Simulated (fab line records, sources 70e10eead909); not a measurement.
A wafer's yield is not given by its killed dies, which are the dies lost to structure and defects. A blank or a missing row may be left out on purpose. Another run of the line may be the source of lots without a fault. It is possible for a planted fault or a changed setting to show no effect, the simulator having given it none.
A lot that was struck, set against a sound lot	flow nand-harc	13 steps out of a route of 1302
Sound: these wafers, L478.1, L478.3, L478.4. The struck wafers were L490.3, L490.4, L490.5. The cause comes at the end.
Each step with rows lists, per side, the tool, then ch with its chambers, then its first start. Under that, the readings that differ: sound wafers	struck wafers	difference of the means	sigmas: that difference in standard deviations of wafers without a fault.
alike: a reading whose means differ by less than 2 such deviations, as well as words and numbers matching on both sides. not compared: withheld readings; readings where some wafer has no value; bounds like >300 that might hide an equal value; numbers whose values overlap and for which the record gives no deviation.
A row with sigmas, a row that says differs or no value, or rows on one side alone: a step with any of these is where the two part. Numbers that don't overlap but have no deviation are shown without sigmas and don't part them. A reading missing from all wafers of one side parts the sides only when that side holds two or more wafers.

NHARC_A_SLIT_ETCH_29: etches the open film in CF4/O2, target depth 100 nm, overetch 10 nm, time 55 s.
  sound on rie-diel-07 ch 0,2,3, day 20 06:26; struck on rie-diel-11 ch 1,3, day 26 03:02
  alike: bias-w, drypump-motor-current-A, oes-product-au, rf-vpp-V, showerhead-plenum-p-Torr, throttle-valve-pct
  not compared: rf-hours-counter-h
NHARC_A_SLIT_STRIP_18: strips in O2.
  sound: rie-diel-07 ch 1,2,3; struck: rie-diel-11 ch 1,2
  alike: drypump-motor-current-A, oes-product-au, rf-vpp-V, showerhead-plenum-p-Torr, throttle-valve-pct
  not compared: rf-hours-counter-h
then, 2 steps without rows for these wafers: NHARC_A_SLIT_PRECLEAN_19 (cleans in SC1); NHARC_A_SLIT_SRD_20.
NHARC_A_SLIT_CD_MEAS_21:
  sound on cd-sem-03 at day 20 06:58; struck on cd-sem-02 at day 26 03:37
  alike: cd-nm
then, 3 steps without rows for these wafers: NHARC_A_SIN_REMOVE_WET_00 (chemistry H3PO4, time 15300 s); NHARC_A_SIN_REMOVE_PRECLEAN_01 (cleans in SC1); NHARC_A_SIN_REMOVE_SRD_02.
NHARC_A_SIN_REMOVE_INSPECT_04:
  sound on defect-inspect-01 at day 20 13:32; struck on defect-inspect-02 at day 26 10:19
  alike: raw-defect-count
NHARC_A_WL_FILL_ALD_00: deposits Al2O3, target thk 3 nm, pulse time 3 s, ald cycles 30.
  sound on ald-hk-02 ch 0,1,3, day 20 13:35; struck on ald-hk-03 ch 0,1, day 26 11:05
reading	sound	struck	difference	sigmas
heater-power-w (W)	423 455 511	583 483 572	+83	+2
  alike: ald-cycles, precursor-pulse-height-rel
NHARC_A_WL_FILL_RTA_01: time 5 s.
  sound on rtp-anneal-01 ch 0, day 20 13:52; struck on rtp-anneal-01 ch 0, day 26 11:34
  alike: lamp-power-pct, lamp_zone_1_pct, lamp_zone_3_pct, wafer_temp_C_max
NHARC_A_WL_FILL_ALD_02: deposits TiN, target thk 2 nm, pulse time 3 s, ald cycles 100.
  sound on ald-metal-02 ch 0,2,3, day 20 14:05; struck on ald-metal-01 ch 0,1,3, day 26 11:44
reading	sound	struck	difference	sigmas
ald-cycles	100 100 100	61 61 61	-39	
  alike: heater-power-w, precursor-pulse-height-rel
-- the record jumps here: 4 days lie between the struck wafers' starts before and after (it left off in module A_WL_FILL and takes up again in module END, whose first step shown is number 1302 of the route) --
NHARC_END_SORT_01:
  the record has rows for the struck wafers here (prober-01 ch 0, day 30 18:38) and none for the sound ones

== WHERE THEY PART ==
Last at NHARC_END_SORT_01 as far as this record goes, first at NHARC_A_WL_FILL_ALD_00.

WHY: the cause the simulator had injected
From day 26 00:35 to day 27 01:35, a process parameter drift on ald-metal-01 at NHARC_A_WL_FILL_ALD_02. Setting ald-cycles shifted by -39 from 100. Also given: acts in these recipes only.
